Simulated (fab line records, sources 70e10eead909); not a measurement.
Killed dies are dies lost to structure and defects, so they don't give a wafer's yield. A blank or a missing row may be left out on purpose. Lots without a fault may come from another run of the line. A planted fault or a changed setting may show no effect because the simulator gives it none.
A struck lot beside a sound one | flow nand_harc | 14 steps out of a route of 1302
Sound: wafers L912.2, L912.3, L912.6. Struck: wafers L905.1, L905.4, L905.5. The cause comes at the end.
At each step with rows: each side's tool, then ch and its chambers, then its first start. Under that, the readings that differ: sound wafers | struck wafers | difference of the means | sigmas: that difference in standard deviations of wafers without a fault.
alike: readings whose means differ by less than 2 such deviations, and words and numbers that are the same on both sides. not compared: withheld readings, readings that some wafer has no value for, bounds like >300 that may hide the same value, and numbers for which the record gives no deviation and whose values overlap.
The two part at a step that has a row with sigmas, a row that says differs or no value, or rows on one side only. Numbers that don't overlap but have no deviation are shown without sigmas and don't part them. A reading that every wafer of one side lacks parts them only if that side has two wafers or more.

first, 6 steps without rows for these wafers: NHARC_A_CHANNEL_HOLE_D1_COAT_04 (resist thk 90 nm); NHARC_A_CHANNEL_HOLE_D1_SOFTBAKE_05 (time 55 s); NHARC_A_CHANNEL_HOLE_D1_EBR_06; NHARC_A_CHANNEL_HOLE_D1_EXPOSE_07 (exposes mask HOLE D1, target cd 100 nm); NHARC_A_CHANNEL_HOLE_D1_PEB_08 (peb time 65 s); NHARC_A_CHANNEL_HOLE_D1_DEVELOP_09 (develop time 35 s).
NHARC_A_CHANNEL_HOLE_D1_CD_MEAS_10: target cd 100 nm.
  sound on cd_sem-03 ch 0, day 17 13:06; struck on cd_sem-02 ch 0, day 14 14:08
  alike: cd_nm
NHARC_A_CHANNEL_HOLE_D1_OVL_MEAS_11:
  sound on overlay-01, day 17 13:11; struck on overlay-01, day 14 14:13
  alike: overlay_x_nm, overlay_y_nm
NHARC_A_CHANNEL_HOLE_D1_INSPECT_12:
  sound on defect_inspect-01, day 17 13:13; struck on defect_inspect-01, day 14 14:15
  alike: raw_defect_count
NHARC_A_CHANNEL_HOLE_D1_DESCUM_15: chemistry O2, time 3 s.
  sound on rie_diel-07 ch 1,3, day 17 13:17; struck on rie_diel-07 ch 2,3, day 14 14:19
  alike: drypump_motor_current_A, o2_flow_sccm, oes_product_au, rf_vpp_V, showerhead_plenum_p_Torr, throttle_valve_pct
  not compared: rf_hours_counter_h
NHARC_A_CHANNEL_HOLE_D1_ETCH_38: etches the open film in CF4, target depth 39 nm, time 65 s.
  sound on rie_diel-07 ch 1,2,3, day 17 13:22; struck on rie_diel-07 ch 0,2, day 14 14:24
  alike: bias_w, cf4_flow_sccm, drypump_motor_current_A, oes_product_au, rf_vpp_V, showerhead_plenum_p_Torr, throttle_valve_pct
  not compared: rf_hours_counter_h
NHARC_A_CHANNEL_HOLE_D1_ETCH_39: etches the open film in N2/H2, target depth 260 nm, time 325 s.
  sound on rie_diel-07 ch 0,2; struck on rie_diel-07 ch 0,3
  alike: bias_w, chamber_pressure_mTorr, drypump_motor_current_A, oes_product_au, rf_vpp_V, showerhead_plenum_p_Torr, throttle_valve_pct
  not compared: rf_hours_counter_h
NHARC_A_CHANNEL_HOLE_D1_ETCH_34: etches the open film in CF4/CHF3, target depth 154 nm, time 77 s.
  sound on rie_diel-07 ch 0,2, day 17 13:43; struck on rie_diel-07 ch 0,3, day 14 14:44
  no value came back on the struck wafers for any of 8 readings (bias_w (W), cf4_flow_sccm (sccm) and others); on the sound wafers bias_w (W) reads 200.4 200.3 200.1
  not compared: rf_hours_counter_h
NHARC_A_CHANNEL_HOLE_D1_ETCH_16: etches the open film in O2/COS, target depth 3100 nm, time 806 s.
  sound on rie_diel-07 ch 2,3; struck on rie_diel-07 ch 0,2,3
  alike: bias_w, chamber_pressure_mTorr, cos_flow_sccm, drypump_motor_current_A, o2_flow_sccm, oes_product_au, rf_vpp_V, showerhead_plenum_p_Torr, throttle_valve_pct
  not compared: rf_hours_counter_h

WHERE THEY PART
Only at NHARC_A_CHANNEL_HOLE_D1_ETCH_34, within this record. Later steps at which nothing parts them and some readings are alike: NHARC_A_CHANNEL_HOLE_D1_ETCH_16.

WHY: what the simulator had put in
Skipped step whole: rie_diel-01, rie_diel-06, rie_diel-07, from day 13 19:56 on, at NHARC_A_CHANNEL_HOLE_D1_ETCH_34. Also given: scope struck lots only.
